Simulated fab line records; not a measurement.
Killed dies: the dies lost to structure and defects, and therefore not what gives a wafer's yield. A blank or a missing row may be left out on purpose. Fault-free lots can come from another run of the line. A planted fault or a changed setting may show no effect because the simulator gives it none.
The tool behind it: which one? ; flow nand_harc ; 72 wafers from 24 lots sampled at 6 of the route's 1159 steps

## WHAT THE GAUGES READ, wafer by wafer
No reading from a measuring or inspecting step in the record can be judged against a usual standard deviation.

## WHICH TOOL RAN EACH LOT (tool, then ch and the chambers of the sampled wafers, then the start)
lot;NHARC_A_STAIRCASE_ETCH_19;NHARC_A_STAIRCASE_ETCH_21;NHARC_A_STAIRCASE_ETCH_25;NHARC_A_STAIRCASE_ETCH_188;NHARC_A_STAIRCASE_ETCH_225;NHARC_A_STAIRCASE_TRIM_229
L074;rie_diel-04 ch 1,2, day 11 03:38 or earlier;rie_diel-04 ch 0,2,3, day 11 03:38 or earlier;rie_diel-04 ch 1,2, day 11 03:38 or earlier;rie_diel-03 ch 0,1,2, day 11 03:38 or earlier;rie_diel-11 ch 2,3, day 11 03:38 or earlier;rie_diel-04 ch 0,1, day 11 03:38
L075;rie_diel-04 ch 1,2, day 11 19:25 or earlier;rie_diel-04 ch 0,2,3, day 11 19:25 or earlier;rie_diel-04 ch 2,3, day 11 19:25 or earlier;rie_diel-11 ch 1,2,3, day 11 19:25 or earlier;rie_diel-03 ch 1,2, day 11 19:25 or earlier;rie_diel-03 ch 0,2,3, day 11 19:25
L079;rie_diel-11 ch 0,1,2, day 11 19:16 or earlier;rie_diel-11 ch 0,1,2, day 11 19:16 or earlier;rie_diel-11 ch 2,3, day 11 19:16 or earlier;rie_diel-04 ch 0,1,3, day 11 19:16 or earlier;rie_diel-11 ch 0,1, day 11 19:16 or earlier;rie_diel-11 ch 1,2,3, day 11 19:16
L076;rie_diel-11 ch 0,1,2, day 12 00:04 or earlier;rie_diel-11 ch 1,2,3, day 12 00:04 or earlier;rie_diel-11 ch 0,2,3, day 12 00:04 or earlier;rie_diel-11 ch 1,2,3, day 12 00:04 or earlier;rie_diel-03 ch 0,1,2, day 12 00:04 or earlier;rie_diel-03 ch 1,2,3, day 12 00:04
L077;rie_diel-04 ch 0,1, day 11 22:23 or earlier;rie_diel-04 ch 0,2,3, day 11 22:23 or earlier;rie_diel-04 ch 1,3, day 11 22:23 or earlier;rie_diel-04 ch 0,2,3, day 11 22:23 or earlier;rie_diel-11 ch 0,1,2, day 11 22:23 or earlier;rie_diel-11 ch 0,2,3, day 11 22:23
L078;rie_diel-04 ch 0,1,3, day 12 03:44 or earlier;rie_diel-11 ch 1,3, day 12 03:44 or earlier;rie_diel-11 ch 1,2,3, day 12 03:44 or earlier;rie_diel-11 ch 0,1,3, day 12 03:44 or earlier;rie_diel-04 ch 1,2, day 12 03:44 or earlier;rie_diel-04 ch 0,3, day 12 03:44
L083;rie_diel-11 ch 1,3, day 13 07:22 or earlier;rie_diel-11 ch 0,1,2, day 13 07:22 or earlier;rie_diel-11 ch 1,3, day 13 07:22 or earlier;rie_diel-11 ch 0,2,3, day 13 07:22 or earlier;rie_diel-03 ch 0,3, day 13 07:22 or earlier;rie_diel-11 ch 0,3, day 13 07:22
L080;rie_diel-11 ch 0,1,3, day 13 14:10 or earlier;rie_diel-11 ch 0,1, day 13 14:10 or earlier;rie_diel-11 ch 1,2,3, day 13 14:10 or earlier;rie_diel-03 ch 0,3, day 13 14:10 or earlier;rie_diel-04 ch 0,1,3, day 13 14:10 or earlier;rie_diel-03 ch 0,3, day 13 14:10
L081;rie_diel-11 ch 1,3, day 13 14:24 or earlier;rie_diel-03 ch 1,2,3, day 13 14:24 or earlier;rie_diel-03 ch 0,2,3, day 13 14:24 or earlier;rie_diel-03 ch 0,1,3, day 13 14:24 or earlier;rie_diel-04 ch 0,1,3, day 13 14:24 or earlier;rie_diel-11 ch 1,2,3, day 13 14:24
L082;rie_diel-03 ch 0,3, day 13 16:45 or earlier;rie_diel-11 ch 0,2,3, day 13 16:45 or earlier;rie_diel-11 ch 0,1,3, day 13 16:45 or earlier;rie_diel-04 ch 0,3, day 13 16:45 or earlier;rie_diel-11 ch 1,3, day 13 16:45 or earlier;rie_diel-04 ch 1,2,3, day 13 16:45
L085;rie_diel-11 ch 1,2,3, day 13 19:26 or earlier;rie_diel-11 ch 2,3, day 13 19:26 or earlier;rie_diel-11 ch 1,2,3, day 13 19:26 or earlier;rie_diel-04 ch 0,3, day 13 19:26 or earlier;rie_diel-03 ch 0,2,3, day 13 19:26 or earlier;rie_diel-11 ch 0,1,3, day 13 19:26
L084;rie_diel-04 ch 0,1,3, day 13 20:59 or earlier;rie_diel-11 ch 1,2,3, day 13 20:59 or earlier;rie_diel-11 ch 1,2,3, day 13 20:59 or earlier;rie_diel-03 ch 0,1,3, day 13 20:59 or earlier;rie_diel-03 ch 0,2,3, day 13 20:59 or earlier;rie_diel-04 ch 0,1,2, day 13 20:59
L086;rie_diel-03 ch 0,1,2, day 14 14:59 or earlier;rie_diel-03 ch 1,2, day 14 14:59 or earlier;rie_diel-03 ch 0,2,3, day 14 14:59 or earlier;rie_diel-11 ch 0,2,3, day 14 14:59 or earlier;rie_diel-04 ch 1,2,3, day 14 14:59 or earlier;rie_diel-04 ch 0,3, day 14 14:59
L087;rie_diel-04 ch 0,1,3, day 14 15:32 or earlier;rie_diel-11 ch 0,1, day 14 15:32 or earlier;rie_diel-11 ch 1,2, day 14 15:32 or earlier;rie_diel-04 ch 1,2, day 14 15:32 or earlier;rie_diel-03 ch 1,2,3, day 14 15:32 or earlier;rie_diel-11 ch 0,1, day 14 15:32
L092;rie_diel-11 ch 1,2,3, day 15 04:47 or earlier;rie_diel-11 ch 0,1,2, day 15 04:47 or earlier;rie_diel-11 ch 1,2,3, day 15 04:47 or earlier;rie_diel-04 ch 0,1,3, day 15 04:47 or earlier;rie_diel-03 ch 1,2,3, day 15 04:47 or earlier;rie_diel-03 ch 0,1,3, day 15 04:47
L091;rie_diel-03 ch 0,1,3, day 15 08:49 or earlier;rie_diel-11 ch 0,1, day 15 08:49 or earlier;rie_diel-11 ch 0,1,2, day 15 08:49 or earlier;rie_diel-03 ch 0,2, day 15 08:49 or earlier;rie_diel-04 ch 0,3, day 15 08:49 or earlier;rie_diel-11 ch 2,3, day 15 08:49
L089;rie_diel-04 ch 1,2,3, day 15 13:23 or earlier;rie_diel-11 ch 0,1,2, day 15 13:23 or earlier;rie_diel-11 ch 1,2,3, day 15 13:23 or earlier;rie_diel-03 ch 0,1,3, day 15 13:23 or earlier;rie_diel-11 ch 0,2,3, day 15 13:23 or earlier;rie_diel-11 ch 1,2,3, day 15 13:23
L088;rie_diel-11 ch 1,2, day 15 17:34 or earlier;rie_diel-11 ch 0,1,3, day 15 17:34 or earlier;rie_diel-11 ch 2,3, day 15 17:34 or earlier;rie_diel-11 ch 0,3, day 15 17:34 or earlier;rie_diel-04 ch 1,2,3, day 15 17:34 or earlier;rie_diel-11 ch 1,2, day 15 17:34
L093;rie_diel-11 ch 2,3, day 15 20:42 or earlier;rie_diel-03 ch 0,2,3, day 15 20:42 or earlier;rie_diel-03 ch 0,1, day 15 20:42 or earlier;rie_diel-11 ch 0,2,3, day 15 20:42 or earlier;rie_diel-04 ch 2,3, day 15 20:42 or earlier;rie_diel-04 ch 0,1,2, day 15 20:42
L090;rie_diel-04 ch 0,1,3, day 15 20:59 or earlier;rie_diel-04 ch 0,2,3, day 15 20:59 or earlier;rie_diel-04 ch 1,2,3, day 15 20:59 or earlier;rie_diel-03 ch 1,2,3, day 15 20:59 or earlier;rie_diel-11 ch 0,1, day 15 20:59 or earlier;rie_diel-11 ch 0,1, day 15 20:59
L094;rie_diel-04 ch 1,2,3, day 16 03:26 or earlier;rie_diel-11 ch 1,2,3, day 16 03:26 or earlier;rie_diel-11 ch 0,2,3, day 16 03:26 or earlier;rie_diel-04 ch 0,1,3, day 16 03:26 or earlier;rie_diel-03 ch 0,1,3, day 16 03:26 or earlier;rie_diel-03 ch 1,2,3, day 16 03:26
L095;rie_diel-03 ch 1,2,3, day 16 06:15 or earlier;rie_diel-04 ch 0,1,3, day 16 06:15 or earlier;rie_diel-04 ch 0,2,3, day 16 06:15 or earlier;rie_diel-04 ch 0,1,2, day 16 06:15 or earlier;rie_diel-03 ch 1,2,3, day 16 06:15 or earlier;rie_diel-11 ch 0,1,3, day 16 06:15
L096;rie_diel-04 ch 1,3, day 16 14:54 or earlier;rie_diel-04 ch 1,2, day 16 14:54 or earlier;rie_diel-04 ch 0,1,3, day 16 14:54 or earlier;rie_diel-04 ch 1,3, day 16 14:54 or earlier;rie_diel-03 ch 0,1,3, day 16 14:54 or earlier;rie_diel-03 ch 0,1,3, day 16 14:54
L097;rie_diel-11 ch 0,1,2, day 16 15:29 or earlier;rie_diel-03 ch 1,3, day 16 15:29 or earlier;rie_diel-03 ch 1,2,3, day 16 15:29 or earlier;rie_diel-04 ch 0,1, day 16 15:29 or earlier;rie_diel-03 ch 0,1,2, day 16 15:29 or earlier;rie_diel-04 ch 0,3, day 16 15:29
- NHARC_A_STAIRCASE_ETCH_19: etches the open film in C4F8/O2, target depth 100 nm, time 40.5 s.
- NHARC_A_STAIRCASE_ETCH_21: etches the open film in C4F8/O2, target depth 100 nm, time 40.5 s.
- NHARC_A_STAIRCASE_ETCH_25: etches the open film in C4F8/O2, target depth 100 nm, time 40.5 s.
- NHARC_A_STAIRCASE_ETCH_188: etches the open film in C4F8/O2, target depth 100 nm, time 40.5 s.
- NHARC_A_STAIRCASE_ETCH_225: etches the open film in C4F8/O2, target depth 100 nm, time 40.5 s.
- NHARC_A_STAIRCASE_TRIM_229: chemistry O2, time 211.2 s.

## AS READ BY THE TOOLS THEMSELVES (means over the sampled wafers that have a number; for cases with no such wafer, the mark the record gives instead)
NHARC_A_STAIRCASE_ETCH_19. Usual: oes_product_au 0.940 a.u., standard deviation 0.0092; rf_vpp_V 894 V, standard deviation 6.6.
lot;tool;oes_product_au (a.u.);rf_vpp_V (V);flag
L074;rie_diel-04;0.946;888;
L075;rie_diel-04;0.943;887;
L079;rie_diel-11;0.941;898;
L076;rie_diel-11;0.936;897;
L077;rie_diel-04;0.950;891;
L078;rie_diel-04;0.947;896;
L083;rie_diel-11;0.948;889;
L080;rie_diel-11;0.942;892;
L081;rie_diel-11;0.936;890;
L082;rie_diel-03;0.928;897;
L085;rie_diel-11;0.947;893;
L084;rie_diel-04;0.926;902;
L086;rie_diel-03;0.933;889;
L087;rie_diel-04;0.939;902;
L092;rie_diel-11;0.941;892;
L091;rie_diel-03;0.950;893;
L089;rie_diel-04;0.931;898;
L088;rie_diel-11;0.939;893;
L093;rie_diel-11;0.938;895;
L090;rie_diel-04;0.926;902;
L094;rie_diel-04;0.944;899;
L095;rie_diel-03;0.939;895;
L096;rie_diel-04;0.932;904;
L097;rie_diel-11;0.942;897;

NHARC_A_STAIRCASE_ETCH_21. Usual: oes_product_au 0.946 a.u., standard deviation 0.016; rf_vpp_V 894 V, standard deviation 6.1.
lot;tool;oes_product_au (a.u.);rf_vpp_V (V);flag
L074;rie_diel-04;0.950;896;
L075;rie_diel-04;0.937;896;
L079;rie_diel-11;0.939;896;
L076;rie_diel-11;0.936;893;
L077;rie_diel-04;0.936;896;
L078;rie_diel-11;0.968;890;
L083;rie_diel-11;0.944;896;
L080;rie_diel-11;0.945;894;
L081;rie_diel-03;0.973;896;
L082;rie_diel-11;0.977;895;
L085;rie_diel-11;0.949;890;
L084;rie_diel-11;0.943;893;
L086;rie_diel-03;0.946;891;
L087;rie_diel-11;0.932;896;
L092;rie_diel-11;0.949;897;
L091;rie_diel-11;0.925;896;
L089;rie_diel-11;0.964;896;
L088;rie_diel-11;0.952;891;
L093;rie_diel-03;0.931;894;
L090;rie_diel-04;0.942;896;
L094;rie_diel-11;0.956;892;
L095;rie_diel-04;0.957;901;
L096;rie_diel-04;0.964;899;
L097;rie_diel-03;0.924;897;

NHARC_A_STAIRCASE_ETCH_25. Usual: oes_product_au 0.944 a.u., standard deviation 0.0081; rf_vpp_V 894 V, standard deviation 6.
lot;tool;oes_product_au (a.u.);rf_vpp_V (V);flag
L074;rie_diel-04;0.946;888;
L075;rie_diel-04;0.933;893;
L079;rie_diel-11;0.943;896;
L076;rie_diel-11;0.942;894;
L077;rie_diel-04;0.939;897;
L078;rie_diel-11;0.959;893;
L083;rie_diel-11;0.940;891;
L080;rie_diel-11;0.946;892;
L081;rie_diel-03;0.947;895;
L082;rie_diel-11;0.947;893;
L085;rie_diel-11;0.952;893;
L084;rie_diel-11;0.939;893;
L086;rie_diel-03;0.949;895;
L087;rie_diel-11;0.938;897;
L092;rie_diel-11;0.955;892;
L091;rie_diel-11;0.935;895;
L089;rie_diel-11;0.940;893;
L088;rie_diel-11;0.932;890;
L093;rie_diel-03;0.941;888;
L090;rie_diel-04;0.940;897;
L094;rie_diel-11;0.941;895;
L095;rie_diel-04;0.943;896;
L096;rie_diel-04;0.944;902;
L097;rie_diel-03;0.946;895;

NHARC_A_STAIRCASE_ETCH_188. Usual: oes_product_au 0.939 a.u., standard deviation 0.012; rf_vpp_V 895 V, standard deviation 6.7.
lot;tool;oes_product_au (a.u.);rf_vpp_V (V);flag
L074;rie_diel-03;0.953;891;
L075;rie_diel-11;0.936;893;
L079;rie_diel-04;0.923;896;
L076;rie_diel-11;0.953;893;
L077;rie_diel-04;0.945;896;
L078;rie_diel-11;0.938;892;
L083;rie_diel-11;0.940;895;
L080;rie_diel-03;0.925;897;
L081;rie_diel-03;0.927;892;
L082;rie_diel-04;0.937;899;
L085;rie_diel-04;0.950;900;
L084;rie_diel-03;0.947;892;
L086;rie_diel-11;0.931;895;
L087;rie_diel-04;0.927;899;
L092;rie_diel-04;0.950;902;
L091;rie_diel-03;0.933;890;
L089;rie_diel-03;0.929;892;
L088;rie_diel-11;0.940;889;
L093;rie_diel-11;0.957;895;
L090;rie_diel-03;0.924;895;
L094;rie_diel-04;0.940;902;
L095;rie_diel-04;0.940;897;
L096;rie_diel-04;0.932;903;
L097;rie_diel-04;0.940;903;

NHARC_A_STAIRCASE_ETCH_225. Usual: oes_product_au 0.941 a.u., standard deviation 0.0099; rf_vpp_V 895 V, standard deviation 6.5.
lot;tool;oes_product_au (a.u.);rf_vpp_V (V);flag
L074;rie_diel-11;0.940;891;
L075;rie_diel-03;0.942;891;
L079;rie_diel-11;0.945;894;
L076;rie_diel-03;0.954;890;
L077;rie_diel-11;0.952;896;
L078;rie_diel-04;0.936;887;
L083;rie_diel-03;0.929;892;
L080;rie_diel-04;0.935;902;
L081;rie_diel-04;0.938;902;
L082;rie_diel-11;0.942;888;
L085;rie_diel-03;0.947;894;
L084;rie_diel-03;0.945;894;
L086;rie_diel-04;0.938;898;
L087;rie_diel-03;0.946;895;
L092;rie_diel-03;0.935;895;
L091;rie_diel-04;0.943;899;
L089;rie_diel-11;0.938;895;
L088;rie_diel-04;0.924;898;
L093;rie_diel-04;0.953;892;
L090;rie_diel-11;0.955;895;
L094;rie_diel-03;0.947;891;
L095;rie_diel-03;0.929;894;
L096;rie_diel-03;0.941;892;
L097;rie_diel-03;0.934;890;

NHARC_A_STAIRCASE_TRIM_229. Usual: drypump_motor_current_A 5.9 A, standard deviation 0.48; o2_flow_sccm 500.1 sccm, standard deviation 1.6; oes_product_au 1.004 a.u., standard deviation 0.0072; rf_vpp_V 57.6 V, standard deviation 0.99; showerhead_plenum_p_Torr 3.49 Torr, standard deviation 0.17; throttle_valve_pct 17.035 %, standard deviation 0.01.
lot;tool;drypump_motor_current_A (A);o2_flow_sccm (sccm);oes_product_au (a.u.);rf_vpp_V (V);showerhead_plenum_p_Torr (Torr);throttle_valve_pct (%);flag
L074;rie_diel-04;6.1;500.0;1.001;58.0;3.39;17.039;
L075;rie_diel-03;6.2;498.8;1.006;57.3;3.50;17.034;
L079;rie_diel-11;5.5;500.1;1.008;57.8;3.44;17.044;
L076;rie_diel-03;6.5;499.4;1.011;57.8;3.52;17.030;
L077;rie_diel-11;5.8;500.5;1.012;57.5;3.50;17.024;
L078;rie_diel-04;6.0;500.9;1.006;57.8;3.63;17.031;
L083;rie_diel-11;5.8;499.5;1.008;57.0;3.38;17.037;
L080;rie_diel-03;5.7;501.2;0.998;56.8;3.42;17.029;
L081;rie_diel-11;5.4;499.3;1.016;58.0;3.43;17.037;
L082;rie_diel-04;6.0;498.6;0.997;57.7;3.60;17.031;
L085;rie_diel-11;5.8;500.3;1.001;58.1;3.42;17.033;
L084;rie_diel-04;5.9;500.0;1.003;58.4;3.57;17.035;
L086;rie_diel-04;6.0;500.0;1.002;57.4;3.66;17.037;
L087;rie_diel-11;5.8;498.7;1.008;57.5;3.45;17.036;
L092;rie_diel-03;6.0;499.8;0.999;57.7;3.43;17.044;
L091;rie_diel-11;5.4;499.7;1.007;57.4;3.50;17.043;
L089;rie_diel-11;5.4;500.5;1.007;57.7;3.43;17.045;
L088;rie_diel-11;5.5;497.8;0.999;57.4;3.47;17.028;
L093;rie_diel-04;5.9;500.9;0.997;57.4;3.55;17.029;
L090;rie_diel-11;5.9;500.7;1.004;58.0;3.45;17.038;
L094;rie_diel-03;6.5;500.0;0.998;57.4;3.50;17.036;
L095;rie_diel-11;5.8;500.4;1.001;57.8;3.41;17.042;
L096;rie_diel-03;6.0;499.8;1.007;57.1;3.42;17.034;
L097;rie_diel-04;6.0;501.6;1.000;58.1;3.65;17.031;

## THE ANSWER, worked out from the rows above alone
Rule: a lot counts as off when the mean over its wafers that have a number is more than 3 standard deviations away from the usual mean. A lot without any number at a reading at which 4 lots or more have one is off too. All remaining lots with rows at the step are treated as sound. After the gauges, taken in route order, come the tools' own readings; for these a lot's mean is taken, as printed above. The first step at which some lot is off is used, and at that step the reading that is off furthest; a lot without a number counts as furthest.
None of the lots is off at any reading shown; this tells nothing.

## WHAT HAD BEEN PUT IN BY THE SIMULATOR
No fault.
